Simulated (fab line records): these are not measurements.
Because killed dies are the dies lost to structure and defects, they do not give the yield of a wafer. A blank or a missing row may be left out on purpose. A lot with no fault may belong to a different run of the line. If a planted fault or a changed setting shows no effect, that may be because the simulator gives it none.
Matching of chambers | flow n5Finfet | N5_BEOL_M4_ETCH_77 on rieDiel-01: 4 sister chambers
The step etches underlayer in N2/H2, target depth 6.5 nm, time 5.2 s. 22 wafers are shown with their chamber, then 11 later ones without.

## WAFERS, EACH WITH ITS CHAMBER
wafer  | chamber | showerheadPlenumPTorr (Torr) | oesProductAu (a.u.) | throttleValvePct (%)
L075.1 | 1       | 2.45                         | 0.62                | 18.4
L075.2 | 0       | 2.54                         | 0.61                | 17.8
L075.4 | 1       | 2.45                         | 0.63                | 18.4
L078.1 | 2       | 2.60                         | 0.80                | 17.6
L078.3 | 0       | 2.53                         | 0.61                | 17.8
L078.5 | 1       | 2.44                         | 0.61                | 18.4
L081.1 | 2       | 2.59                         | 0.79                | 17.7
L081.5 | 2       | 2.59                         | 0.79                | 17.7
L081.6 | 1       | 2.44                         | 0.61                | 18.5
L083.2 | 2       | 2.59                         | 0.79                | 17.7
L083.4 | 3       | 2.46                         | 0.75                | 17.7
L083.6 | 3       | 2.46                         | 0.76                | 17.6
L082.1 | 2       | 2.59                         | 0.80                | 17.7
L082.4 | 1       | 2.44                         | 0.61                | 18.5
L082.6 | 2       | 2.59                         | 0.77                | 17.7
L084.1 | 3       | 2.46                         | 0.75                | 17.7
L084.2 | 1       | 2.44                         | 0.62                | 18.5
L084.3 | 2       | 2.59                         | 0.77                | 17.7
L085.2 | 3       | 2.45                         | 0.74                | 17.7
L085.3 | 1       | 2.44                         | 0.60                | 18.5
L085.6 | 3       | 2.45                         | 0.73                | 17.7
L089.1 | 0       | 2.52                         | 0.59                | 17.9

SIGNATURES, as means of the wafers listed above
reading               | chamber 0 | chamber 1 | chamber 2 | chamber 3 | scatter within a chamber
showerheadPlenumPTorr | 2.5300    | 2.4429    | 2.5914    | 2.4560    | 0.00552
oesProductAu          | 0.6033    | 0.6143    | 0.7871    | 0.7460    | 0.0113
throttleValvePct      | 17.833    | 18.457    | 17.686    | 17.680    | 0.0474
Rule: distance of a wafer from a chamber = root of the sum over the readings of ((wafer's reading minus chamber's mean) / reading's scatter) squared. If the next closest chamber is less than 2 further off than the closest, the wafer can't be placed; otherwise it belongs to the closest. The scatter is the square root of a quotient: the sum, over the shown wafers, of each reading's squared deviation from its chamber's mean, divided by wafers minus chambers.

## WAFERS WITHOUT THEIR CHAMBER
wafer  | showerheadPlenumPTorr (Torr) | oesProductAu (a.u.) | throttleValvePct (%)
L089.3 | 2.59                         | 0.77                | 17.7
L089.4 | 2.45                         | 0.73                | 17.7
L090.2 | 2.43                         | 0.60                | 18.5
L090.5 | 2.52                         | 0.60                | 17.8
L090.6 | 2.59                         | 0.76                | 17.7
L095.1 | 2.52                         | 0.59                | 17.9
L095.2 | 2.58                         | 0.73                | 17.7
L095.3 | 2.43                         | 0.60                | 18.5
L097.2 | 2.51                         | 0.59                | 17.9
L097.4 | 2.43                         | 0.60                | 18.5
L097.5 | 2.45                         | 0.73                | 17.7

## WHICH CHAMBER EACH WENT THROUGH
wafer  | from the rows above | in truth
L089.3 | 2                   | 2
L089.4 | 3                   | 3
L090.2 | 1                   | 1
L090.5 | 0                   | 0
L090.6 | 2                   | 2
L095.1 | 0                   | 0
L095.2 | 2                   | 2
L095.3 | 1                   | 1
L097.2 | 0                   | 0
L097.4 | 1                   | 1
L097.5 | 3                   | 3
11 of 11 placed correctly. Number that these rows cannot place: 0. Wrongly placed: 0.
